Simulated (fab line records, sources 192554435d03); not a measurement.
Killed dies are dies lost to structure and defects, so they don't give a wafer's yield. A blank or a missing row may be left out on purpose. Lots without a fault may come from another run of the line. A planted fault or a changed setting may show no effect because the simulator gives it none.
A struck lot beside a sound one | flow n5_finfet | 16 steps out of a route of 1938
Sound: wafers L648.2, L648.5, L648.6. Struck: wafer L663.1. (L663.2 of the same lot was not struck and is left out.) The cause comes at the end.
At each step with rows: each side's tool, then ch and its chambers, then its first start. Under that, the readings that differ: sound wafers | struck wafers | difference of the means | sigmas: that difference in standard deviations of wafers without a fault.
alike: readings whose means differ by less than 2 such deviations, and words and numbers that are the same on both sides. not compared: withheld readings, readings that some wafer has no value for, bounds like >300 that may hide the same value, and numbers for which the record gives no deviation and whose values overlap.
The two part at a step that has a row with sigmas, a row that says differs or no value, or rows on one side only. Numbers that don't overlap but have no deviation are shown without sigmas and don't part them. A reading that every wafer of one side lacks parts them only if that side has two wafers or more.

N5_BEOL_M4_SPUTTER_92: material Cu, target thk 4.5 nm, time 8.29 s.
  sound on pvd_sputter-03, day 11 16:58; struck on pvd_sputter-01, day 14 13:31
  alike: throttle_valve_pct
N5_BEOL_M4_ANNEAL_93: time 240 s.
  sound on pvd_sputter-03, day 11 17:02; struck on pvd_sputter-01, day 14 13:35
  alike: heater_power_w, susceptor_temp_C_max
N5_BEOL_M4_SPUTTER_94: material Cu, target thk 4.5 nm, time 8.29 s.
  sound on pvd_sputter-03, day 11 17:11; struck on pvd_sputter-01, day 14 13:44
  reading                | sound          | struck | difference | sigmas
  throttle_valve_pct (%) | 30.7 31.0 30.6 | 28.5   | -2.3       | -2
then, 5 steps without rows for these wafers: N5_BEOL_M4_ANNEAL_95 (time 240 s); N5_BEOL_M4_SPUTTER_96 (material Cu, target thk 4.5 nm, time 8.29 s); N5_BEOL_M4_ECD_50 (material Cu, target thk 300 nm); N5_BEOL_M4_ANNEAL_51 (time 90 s); N5_BEOL_M4_CMP_52 (polishes, stops on SiOC, t overpolish 6.8 s, target thk 40 nm).
N5_BEOL_M4_THK_MEAS_53: measures by xrf.
  sound on film_metro-02, day 11 18:11; struck on film_metro-02, day 14 14:52
  alike: M4_THK
N5_BEOL_M4_PRE_CLEAN_60: time 15 s.
  sound on cvd_co-02 ch 0,1,2, day 11 18:14; struck on cvd_co-02 ch 0, day 14 14:54
  alike: heater_power_w
N5_BEOL_M4_CO_CAP_55: material Co, precursor CCTBA/H2, target thk 2 nm, time 102.1 s.
  sound on cvd_co-02 ch 0,1,2, day 11 18:16; struck on cvd_co-02 ch 0, day 14 14:56
  reading            | sound       | struck | difference | sigmas
  heater_power_w (W) | 227 240 257 | 267    | +26        | +2
then, 1 step without rows for these wafers: N5_BEOL_M4_PRE_CLEAN_56 (time 15 s).
N5_BEOL_M4_DEP_57: deposits SiCN from 3MS/NH3, target thk 8 nm, time 14 s.
  sound on pecvd-02 ch 0,1, day 11 18:24; struck on pecvd-01 ch 1, day 14 15:04
  reading                                  | sound     | struck | difference | sigmas
  model.SiCN_of_BEOL_M4_DEP_57.thk_nm (nm) | 8 8.2 8.4 | 10.4   | +2.2       |
  alike: showerhead_plenum_p_Torr, throttle_valve_pct
N5_BEOL_M4_RS_MEAS_58: measures by four-point-probe.
  sound on film_metro-02, day 11 18:29; struck on film_metro-02, day 14 15:10
  alike: M4_RS
N5_BEOL_M4_RC_MEAS_101:
  sound on prober-01 ch 0, day 11 18:41; struck on prober-01 ch 0, day 14 15:13
  alike: DIBL_N, DIBL_P, IOFF_N, IOFF_P, ION_N, ION_P, SS_N, SS_P, VT_N, VT_P
then, 1 step without rows for these wafers: N5_PASSIVATION_PROBE_49.

WHERE THEY PART
First at N5_BEOL_M4_SPUTTER_94; last, within this record, at N5_BEOL_M4_CO_CAP_55. Later steps at which nothing parts them and some readings are alike: N5_BEOL_M4_DEP_57, N5_BEOL_M4_RS_MEAS_58, N5_BEOL_M4_RC_MEAS_101.

WHY: what the simulator had put in
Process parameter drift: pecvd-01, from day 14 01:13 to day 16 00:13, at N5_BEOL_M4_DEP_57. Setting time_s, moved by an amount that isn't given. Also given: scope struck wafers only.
